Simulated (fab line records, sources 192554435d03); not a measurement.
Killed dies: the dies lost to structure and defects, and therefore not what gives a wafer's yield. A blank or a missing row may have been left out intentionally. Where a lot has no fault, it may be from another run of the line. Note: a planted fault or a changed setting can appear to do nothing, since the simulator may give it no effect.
fab line records	flow n5Finfet
[record] lots = 5	wafers = 14	lastDay = 20
route steps=1938 shown BEOL_M12@1647 BEOL_M13@1659 PASSIVATION@1936
lots that met no fault: from a run of the same line without faults
startH: start of the lot's first displayed wafer, in hours after the record's first day	waitH: how many hours have passed since the lot's step before this one	" identical to the entry in the row above	L1.1+2: a single row standing in for several wafers	- no value, or no start given	* or withheld: withheld	< > ~ a bound
route shown NAME@n: a module of which the file shows steps, and the number in the route of the first	usual: average and standard deviation across the fault-free wafers	same: alike in all rows	chamber/n: place in a boat	sites: readings site by site	_std_site: standard deviation of those values	_edge_site: the outer-site mean with the inner-site mean subtracted	radiusMm: how far each site lies from the wafer's centre	mask NAME#n: copy n	behind: the tool/chamber that last shaped the wafer	hold: why the lot went on hold/how many hours it stayed there/how the hold came to an end	device: which transistor (n, p or np) failed to switch	end of line: at the end of the route, the tests of the same wafers	a step with no rows: only its recipe	killed: at the first sort, the dies lost to defects and structure; wafer yield is something else	map: per-die view of a wafer (x killed, . not killed, _ where there is no die)
set.NAME: setting as actually run; set.NAME@STEP: the setting as run at that earlier step	model.NAME: the simulator's own value behind a step, which no gauge read
a table for each step, a row for each wafer; lots at some steps of the route
services: when a tool's chamber went out of use (startH, in hours from the record's first day, below 0 if earlier), for how many hours, and the reason
[[steps]]
[step N5_BEOL_M12_PRE_CLEAN_42]
[recipe] gas = H2/He	timeS = 30	tempC = 250
[step N5_BEOL_M12_SPUTTER_43]
[recipe] material = TaN	targetThkA = 150	tempC = 50	biasV = 168.6	powerW = 15000	chamberPressurePa = 0.12	timeS = 24.19
[step N5_BEOL_M12_SPUTTER_44]
[recipe] material = Ta	targetThkA = 100	tempC = 50	biasV = 80	powerW = 15000	chamberPressurePa = 0.07	timeS = 16.13
[step N5_BEOL_M12_SPUTTER_45]
[recipe] material = Cu	targetThkA = 800	tempC = -20	biasV = 60	powerW = 26000	chamberPressurePa = 0.13	timeS = 13.33
[step N5_BEOL_M12_ECD_47]
[recipe] material = Cu	targetThkA = 7200
[step N5_BEOL_M12_ANNEAL_48]
[recipe] tempC = 225	timeS = 90	ambient = N2
[step N5_BEOL_M12_CMP_49]
[recipe] stopOn = SiOC	tOverpolishS = 20.6	downForcePsi = 1	platenRpm = 50	clearingPlatenDownForcePsi = 1.5	clearingPlatenRpm = 50	postCmpClean = cuAlkaline	targetThkNm = 320	clearingPlatenPadVelocityMS = 0.99484	padVelocityMS = 0.99484
[step N5_BEOL_M12_PRE_CLEAN_52]
[recipe] gas = NH3	timeS = 15	tempC = withheld	rfPowerW = 300
[step N5_BEOL_M12_DEP_53]
[recipe] material = SiCN	targetThkA = 300	tempC = withheld	precursor = 3MS/NH3	pressureTorr = 3	rfW = 675	timeS = 10.5
[step N5_BEOL_M13_ILD_DEP_00]
[recipe] material = SiOC	targetThkA = 8379.2	tempC = 350	precursor = DEMS/O2	pressureTorr = 5	rfW = 500	timeS = 166.4
[usual] heaterPowerOuterW = 301/45	heaterPowerW = 547/69	runLengthS = 211.1/0.65	showerheadPlenumPTorr = 5.690/0.015	throttleValvePct = 11.8/0.45
lot.wafer	tool	chamber	startH	waitH	heaterPowerOuterW	heaterPowerW	runLengthS	showerheadPlenumPTorr	throttleValvePct	model.SiOC_of_BEOL_M13_ILD_DEP_00.thkNm
L917.2	pecvd-04	1	306.72	0.0	358	668	210.7	5.704	11.7	840
L917.3	"	2	"	"	271	510	211.5	5.693	11.4	833.8
L917.4	"	0	"	"	350	588	211.9	5.693	12.4	848
L923.2	pecvd-04	1	372.71	0.0	335	643	235.0	5.688	11.8	960.8
L923.3	"	1	"	"	355	677	211.0	5.684	12.2	847.2
L923.4	"	0	"	"	268	474	211.6	5.698	12.2	851.6
L928.2	pecvd-04	1	392.30	0.0	293	580	235.7	5.696	12.0	959
L928.3	"	0	"	"	339	563	211.4	5.692	12.4	835.8
L928.6	"	0	"	"	351	590	212.0	5.679	12.5	838
L931.2	pecvd-04	1	397.51	0.0	361	670	235.6	5.686	11.9	961
L931.6	"	0	"	"	342	582	211.3	5.686	12.3	847.4
L935.1	pecvd-02	1	433.70	0.0	304	573	211.1	5.707	11.7	827.4
L935.3	"	0	"	"	272	456	210.4	5.677	11.2	831.4
L935.4	"	1	"	"	327	617	211.5	5.705	11.4	839.2
[step N5_BEOL_M13_THK_MEAS_01]
[recipe] reads = SiOC_of_BEOL_M13_ILD_DEP_00
[usual] M13_ILD_THK = 839/11
lot.wafer	tool	chamber	startH	waitH	M13_ILD_THK[nm]
L917.2	filmMetro-01	-	306.87	0.1	840
L917.3	"	-	"	"	833
L917.4	"	-	"	"	848
L923.2	filmMetro-01	-	372.92	0.2	961
L923.3	"	-	"	"	847
L923.4	"	-	"	"	852
L928.2	filmMetro-01	-	392.45	0.1	959
L928.3	"	-	"	"	836
L928.6	"	-	"	"	839
L931.2	filmMetro-02	-	397.66	0.1	960
L931.6	"	-	"	"	847
L935.1	filmMetro-02	-	433.85	0.1	827
L935.3	"	-	"	"	832
L935.4	"	-	"	"	839
[step N5_BEOL_M13_COAT_58]
[recipe] resist = BARC	tempC = 205	timeS = 60	spinRpm = 1500	resistThkNm = 89
[step N5_BEOL_M13_COAT_04]
[recipe] spinRpm = 1625	resistThkNm = 400
[step N5_BEOL_M13_EBR_06]
[recipe] solvent = PGMEA	ebrWidthMm = 1.5
[step N5_BEOL_M13_SOFTBAKE_05]
[recipe] tempC = 130	timeS = 60
[step N5_BEOL_M13_EXPOSE_07]
[recipe] maskId = V12	na = 0.93	sourceShape = conventional	sigmaOuter = 0.6	polarization = unpolarized	attpsmPhaseDeg = 180	doseMj = 24.8
[step N5_BEOL_M13_PEB_08]
[recipe] pebTempC = 130	pebTimeS = 90
[step N5_BEOL_M13_DEVELOP_09]
[recipe] developTimeS = 45	rinseLiquid = diw	dry = airSpin	devTempC = 21
[step N5_BEOL_M13_HARDBAKE_14]
[recipe] tempC = 130	timeS = 120
[step N5_BEOL_M13_DESCUM_15]
[recipe] chemistry = O2	timeS = 7.9	sourcePowerW = 50	biasPowerW = 20	pressureMtorr = 20	rfFrequencyHz = 2.712e+07	tempC = 40	o2FlowSccm = 225
[step N5_BEOL_M13_ETCH_59]
[recipe] chemistry = N2/H2	target = BARC	targetDepthA = 890	overetchA = 267	timeS = 67.9	ionEnergyEv = 200	pressureMtorr = 30	sourceW = 840	biasW = 150	n2FlowSccm = 200	h2FlowSccm = 200
[step N5_BEOL_M13_VIA_ETCH_16]
[recipe] chemistry = C4F8/O2/Ar	target = SiOC	pressureMtorr = 30	sourceW = 3000	biasW = 700	Ar_flow_sccm = 400	C4F8_flow_sccm = 15	O2_flow_sccm = 8	heInnerTorr = 15	heOuterTorr = 30	targetDepthA = 9217	timeS = withheld	ionEnergyEv = 250	ends = cleared
[usual] biasW = 699.8/2.2	drypumpMotorCurrentA = 5.9/0.36	heInnerTorr = 14.994/0.029	oesProductAu = 0.72/0.059	rfVppV = 664/3.8	showerheadPlenumPTorr = 3.36/0.12	throttleValvePct = 24.09/0.22
lot.wafer	tool	chamber	startH	waitH	biasW	drypumpMotorCurrentA	heInnerTorr	oesProductAu	rfVppV	showerheadPlenumPTorr	throttleValvePct	model.etch.depthNm	model.coat_of_BEOL_M13_COAT_04.thkNm
L917.2	rieDiel-06	0	307.70	0.0	700.7	5.9	14.974	0.76	663	3.35	23.70	840	71.2
L917.3	"	1	"	"	700.1	5.7	15.011	0.87	666	3.48	23.80	833.7	71.8
L917.4	"	3	"	"	698.5	6.3	14.955	0.67	658	3.18	24.06	848.1	68.4
L923.2	rieDiel-06	1	373.40	0.0	700.3	5.8	15.050	0.82	667	3.47	23.83	960.8	33.4
L923.3	"	0	"	"	696.4	5.9	14.957	0.74	663	3.34	23.75	847.2	70.2
L923.4	"	3	"	"	696.2	6.3	14.996	0.66	658	3.17	24.07	851.5	68
L928.2	rieDiel-04	1	393.08	0.0	701.0	6.3	14.968	0.77	667	3.43	24.21	959	36.4
L928.3	"	2	"	"	700.8	5.9	14.969	0.74	663	3.30	24.10	835.8	72.6
L928.6	"	1	"	"	699.1	6.3	14.978	0.77	668	3.43	24.22	838.1	71.8
L931.2	rieDiel-04	0	398.26	0.0	698.2	5.7	14.995	0.63	665	3.40	24.27	960.9	35.8
L931.6	"	2	"	"	697.9	5.9	14.990	0.73	663	3.30	24.09	847.5	68.8
L935.1	rieDiel-01	1	434.45	0.0	695.5	6.1	15.012	0.65	661	3.26	24.19	827.4	72.2
L935.3	"	2	"	"	697.9	6.1	15.023	0.75	666	3.46	23.85	831.4	68
L935.4	"	0	"	"	704.4	6.1	14.992	0.66	658	3.13	24.37	839.2	68.6
[step N5_BEOL_M13_STRIP_63]
[recipe] chemistry = N2/H2	powerW = 1000	tempC = 250	h2Frac = 0.65	overashFraction = 0.3	pressureMtorr = 1000	n2FlowSccm = 1750	h2FlowSccm = 3250
[usual] drypumpMotorCurrentA = 5.5/0.58	heaterPowerW = 327/22	oesProductAu = 0.673/0.0047	stripTimeToEndpointS = 27.5/1.1
lot.wafer	tool	chamber	startH	waitH	drypumpMotorCurrentA	heaterPowerW	oesProductAu	rfHoursCounterH	stripTimeToEndpointS
L917.2	plasmaAsher-01	0	307.96	-	5.6	338	0.680	131	28.0
L917.3	"	1	"	"	6.3	298	0.679	-	28.2
L917.4	"	0	"	"	5.6	325	0.667	-	27.2
L923.2	plasmaAsher-02	1	373.63	-	4.6	355	0.647	91	16.2
L923.3	"	0	"	"	5.6	320	0.662	-	27.7
L923.4	"	1	"	"	4.6	357	0.672	-	27.1
L928.2	plasmaAsher-02	1	393.31	-	4.6	364	0.649	94	17.2
L928.3	"	0	"	"	5.6	335	0.673	-	28.4
L928.6	"	0	"	"	5.6	335	0.672	-	28.2
L931.2	plasmaAsher-02	1	398.50	-	4.6	363	0.649	95	17.0
L931.6	"	0	"	"	5.6	341	0.678	-	27.3
L935.1	plasmaAsher-02	1	434.69	-	4.6	352	0.680	103	28.3
L935.3	"	1	"	"	4.6	359	0.666	-	27.0
L935.4	"	0	"	"	5.6	329	0.669	-	27.2
[step N5_BEOL_M13_STRIP_64]
[recipe] chemistry = N2/H2	powerW = 1000	tempC = 250	h2Frac = 0.65	overashFraction = 0.3	pressureMtorr = withheld	n2FlowSccm = 1750	h2FlowSccm = 3250
[step N5_BEOL_M13_STRIP_71]
[recipe] chemistry = postEtchResidueRemover	timeS = 60	tempC = 25	removerPh = withheld	removerWaterWtPct = withheld	removerFluorideWtPct = withheld
[step N5_BEOL_M13_SRD_72]
[recipe] timeS = 30	tempC = 23	rinseLiquid = diw	dry = n2Spin	spinRpm = 1500	dryTimeS = 30
[step N5_BEOL_M13_COAT_65]
[recipe] resist = SOC	tempC = 250	timeS = 60	spinRpm = 1500	resistThkNm = 350
[step N5_BEOL_M13_COAT_66]
[recipe] resist = SiARC	tempC = 220	timeS = 60	spinRpm = 1500	resistThkNm = 110
[step N5_BEOL_M13_COAT_22]
[recipe] spinRpm = 2888	resistThkNm = 300
[step N5_BEOL_M13_EBR_24]
[recipe] solvent = PGMEA	ebrWidthMm = 1.5
[step N5_BEOL_M13_SOFTBAKE_23]
[recipe] tempC = 130	timeS = 60
[step N5_BEOL_M13_EXPOSE_25]
[recipe] maskId = M13	na = 0.93	sourceShape = conventional	sigmaOuter = 0.4	polarization = unpolarized	targetCdNm = 210	doseMj = 22
[step N5_BEOL_M13_PEB_26]
[recipe] pebTempC = 130	pebTimeS = 90
[step N5_BEOL_M13_DEVELOP_27]
[recipe] developTimeS = 45	rinseLiquid = diw	dry = airSpin	devTempC = 21
[step N5_BEOL_M13_HARDBAKE_32]
[recipe] tempC = 130	timeS = 120
[step N5_BEOL_M13_CMP_49]
[recipe] stopOn = SiOC	tOverpolishS = 17.1	downForcePsi = 1	platenRpm = 50	clearingPlatenDownForcePsi = 1.5	clearingPlatenRpm = 50	postCmpClean = cuAlkaline	targetThkNm = 420	clearingPlatenPadVelocityMS = 0.99484	padVelocityMS = 0.99484
[usual] motorCurrentA = 5.9/0.66	retainingRingPressureFrac = 1.000/0.005	slurryFlowMlMin = 150.0/0.44
lot.wafer	tool	chamber	startH	waitH	motorCurrentA	retainingRingPressureFrac	slurryFlowMlMin	model.SiOC_of_BEOL_M13_ILD_DEP_00.thkNm
L917.4	cmp-01	0	315.53	0.1	7.0	0.993	150.1	788.2
L917.2	"	1	"	"	6.3	0.999	150.5	783
L917.3	"	2	"	"	6.0	0.998	149.2	775.2
L923.4	cmp-04	1	377.13	0.2	5.2	1.000	150.0	792.4
L923.2	"	2	"	"	5.8	0.994	149.7	904.2
L923.3	"	3	"	"	5.1	1.004	149.9	789.4
L928.3	cmp-01	0	397.35	0.2	6.7	1.000	149.8	775.8
L928.2	"	1	"	"	6.7	0.997	150.4	899
L928.6	"	2	"	"	6.2	1.002	149.8	780.6
L931.2	cmp-04	0	401.65	0.2	6.4	0.996	149.7	904.4
L931.6	"	0	"	"	6.3	0.997	149.4	788.8
L935.1	cmp-02	1	446.27	0.3	5.3	1.007	150.1	767.2
L935.3	"	2	"	"	6.0	0.996	149.4	774.4
L935.4	"	3	"	"	4.9	1.004	150.1	781.8
[step N5_PASSIVATION_PROBE_49]
[usual] defectLimitedYield = 91.2/1.6	killed_at_M0_to_M3 = 33/11	killed_at_M4_up = 14/5	killedAtContacts = 12/5.8	killedAtFrontEnd = 41/12	killedAtOther = 3.5/2.9	killedDies = 104/19	killedOpen = 68/14	killedShort = 34/8.8	sort_bin_5_function = 5.2/1.1	sort_bin_6_memory = 3.2/0.71	sortNPass = 1076/19	sortYieldPct = 91.2/1.6
[same] grossDies = 1180	killedAtBackSide = 0	sort_bin_4_leakage[%] = 0	sort_bin_8_speed[%] = 0
lot.wafer	tool	chamber	startH	waitH	defectLimitedYield[%]	killed_at_M0_to_M3	killed_at_M4_up	killedAtContacts	killedAtFrontEnd	killedAtOther	killedDies	killedOpen	killedShort	sort_bin_5_function[%]	sort_bin_6_memory[%]	sortNPass	sortYieldPct[%]
L928.3	prober-01	-	423.10	0.1	93.7	31	15	5	21	2	74	49	23	3.1	3.1	1106	93.7
// killed by level:class
L928.3 BEOL_M3:geometricParticle:open=11 BEOL_M2:geometricParticle:open=7 BEOL_M1:geometricParticle:open=6 FIN_SAQP:geometricParticle:short=5 STARTING-WAFER:geometricParticle:short=5 BEOL_M4:geometricParticle:open=4 DUMMY_GATE:geometricParticle:open=3 MOL_CONTACT_COAG:geometricParticle:short=3
[[services]]
tool	chamber	startH	hours	kind
plasmaAsher-02	-	290.94	2.0	repair
cmp-04	-	293.51	4.0	pm
cmp-01	-	294.99	0.6	repair
plasmaAsher-02	-	305.24	21.7	repair
pecvd-02	-	311.91	1.3	repair
cmp-04	-	312.25	0.2	repair
cmp-02	-	321.19	1.3	repair
rieDiel-04	0	327.20	4.9	repair
pecvd-04	1	327.29	5.7	repair
cmp-01	-	345.12	1.3	repair
pecvd-04	0	347.88	5.5	scheduledDown
cmp-01	-	359.73	4.0	pm
pecvd-04	2	366.64	20.6	repair
cmp-02	-	376.84	10.6	pm
cmp-04	-	381.41	2.5	repair
pecvd-02	-	383.77	14.6	pm
cmp-02	-	393.21	0.8	repair
cmp-02	-	394.50	2.5	repair
plasmaAsher-02	-	402.83	2.9	repair
pecvd-04	2	415.11	3.3	repair
rieDiel-01	3	415.83	13.0	repair
rieDiel-01	2	421.82	7.1	repair
cmp-04	-	433.22	1.6	repair
cmp-04	-	445.74	3.0	repair
[[key]]
[firstSign] step = N5_BEOL_M13_ILD_DEP_00	reading = runLengthS	direction = up	sigmas = 37	usual = *	struck = *
[effect] step = N5_BEOL_M13_THK_MEAS_01	reading = M13_ILD_THK	direction = up	sigmas = 11	usual = 839	struck = 960
[effect] step = N5_BEOL_M13_STRIP_63	reading = stripTimeToEndpointS	direction = down	sigmas = 9.8	usual = *	struck = *
[modelEffect] step = N5_BEOL_M13_ILD_DEP_00	value = SiOC_of_BEOL_M13_ILD_DEP_00.thkNm	without = 837.1	struck = 960.3
[modelEffect] step = N5_BEOL_M13_VIA_ETCH_16	value = etch.depthNm	without = 837.1	struck = 960.2
[modelEffect] step = N5_BEOL_M13_CMP_49	value = SiOC_of_BEOL_M13_ILD_DEP_00.thkNm	without = 779.4	struck = 902.5
metAt N5_BEOL_M13_ILD_DEP_00
struckWafers L923.2,L928.2,L931.2
onsetBetween 306.72 372.71
[fault] kind = processParameterDrift	tool = pecvd-04	chamber = -	onsetH = 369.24	steps = N5_BEOL_M13_ILD_DEP_00	channel = timeS	offset = *	shape = step	endH = 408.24	scope = struckWafersOnly	actsIn = *	stated = *
